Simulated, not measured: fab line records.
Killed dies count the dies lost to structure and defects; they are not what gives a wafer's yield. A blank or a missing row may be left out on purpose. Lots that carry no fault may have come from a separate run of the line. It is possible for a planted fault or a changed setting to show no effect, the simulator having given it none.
8D (eight disciplines) problem report, filled in by code | flow n5Finfet | the parts of the form that need people (team, actions taken, sign-off) are left out

== 1. PROBLEM STATEMENT ==
At N5_SD_EPI_N_EPI_MEAS_23, thkNm averages 44.3 nm over 6 wafers from 2 lots, while fault-free wafers read 59.2 nm, standard deviation 1.2. That puts it -12 standard deviations away from the usual mean.
First observed at day 4 16:01: wafer L642.4, on filmMetro-02. The record has a number at this step for 27 wafers belonging to 9 lots. Rule for "out", or "out of limits": more than 4 standard deviations from the usual mean. All remaining wafers that have a number are taken as sound.

== 2. WHAT IT IS; WHAT IT IS NOT ==
question                    | is                     | is not
which readings at this step | thkNm                  | -
which lots                  | L642, L648             | L636, L639, L641, L655, L656, L657, L658
which wafers of those lots  | all that have a number | -
read on which gauges        | filmMetro-02           | filmMetro-01
when                        | from day 4 16:01       | up to then (9 sound wafers); but 12 sound wafers of L655, L656, L657, L658 came after

== 3. THE SUSPECTS, EACH WITH WHAT RULES IT OUT ==
Counting: any tool at a process step up to the reading is kept as a suspect provided that every lot that is out went through it and no sound lot did after the first of them.
- the gauge at N5_SD_EPI_N_EPI_MEAS_23: kept. All the wafers that are out were read on filmMetro-02, and no step on other tools shows them out.
- rieDiel-01 at N5_SD_EPI_N_DESCUM_14 (chemistry O2, time 7.9 s): ruled out as a lasting fault. After its first lot that is out, L642 (day 4 12:23), sound lots L656 ran on it.
- rieDiel-01 at N5_SD_EPI_N_ETCH_35 (etches SOC in N2/H2, overetch 108 nm, time 486 s): ruled out as a lasting fault. After its first lot that is out, L642 (day 4 12:29), sound lots L656 ran on it.
- epiRpcvd-03 at N5_SD_EPI_N_EPI_21 (deposits Si:P, time 690 s): kept. All lots that are out passed through it, beginning with L642 at day 4 15:08, and no sound lot followed; its final sound lot before that point was L641 at day 4 09:18.
Remaining after the count are epiRpcvd-03 at N5_SD_EPI_N_EPI_21 and filmMetro-02 at N5_SD_EPI_N_EPI_MEAS_23.

== 4. THE CAUSE (what the simulator had put in) ==
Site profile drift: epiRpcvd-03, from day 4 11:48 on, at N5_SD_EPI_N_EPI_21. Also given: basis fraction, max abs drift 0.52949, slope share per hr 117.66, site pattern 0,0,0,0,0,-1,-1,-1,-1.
Counting left 2 suspects, and this tool is among them.

== 5. THE CHAIN OF EFFECTS, in route order ==
Each row: a reading whose mean over the struck wafers that have a number lies more than 3 standard deviations from the usual. Only readings for which the record gives a usual standard deviation are gone through. hours: the time from each lot's start at the first step in this table that gives one to its start at this step, as a median over the lots. sigmas: the change in usual standard deviations.
hours | step                    | reading | usual   | on struck wafers | change | sigmas
0     | N5_SD_EPI_N_EPI_MEAS_23 | thkNm   | 59.2 nm | 44.3             | -14.9  | -12
Later measuring or inspecting steps at which every struck wafer that the step has a row for has a number for every such reading, and none has moved that far: N5_BEOL_M4_RC_MEAS_101.

== 6. WHAT WOULD HAVE CAUGHT IT SOONER ==
Counted from the fault's start at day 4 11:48, it took 4 hours until the first out-of-limits reading at a measuring or inspecting step in this record, taken at day 4 16:01.
An alarm limit of 4 standard deviations would not have fired on the tool readings at N5_SD_EPI_N_EPI_21 for which the record gives a usual standard deviation, since none of them was out on any struck wafer.
Among the 2 lots that are out, L648 began N5_SD_EPI_N_EPI_21 on epiRpcvd-03 after day 4 16:01. Holding the tool at that time would have saved it.
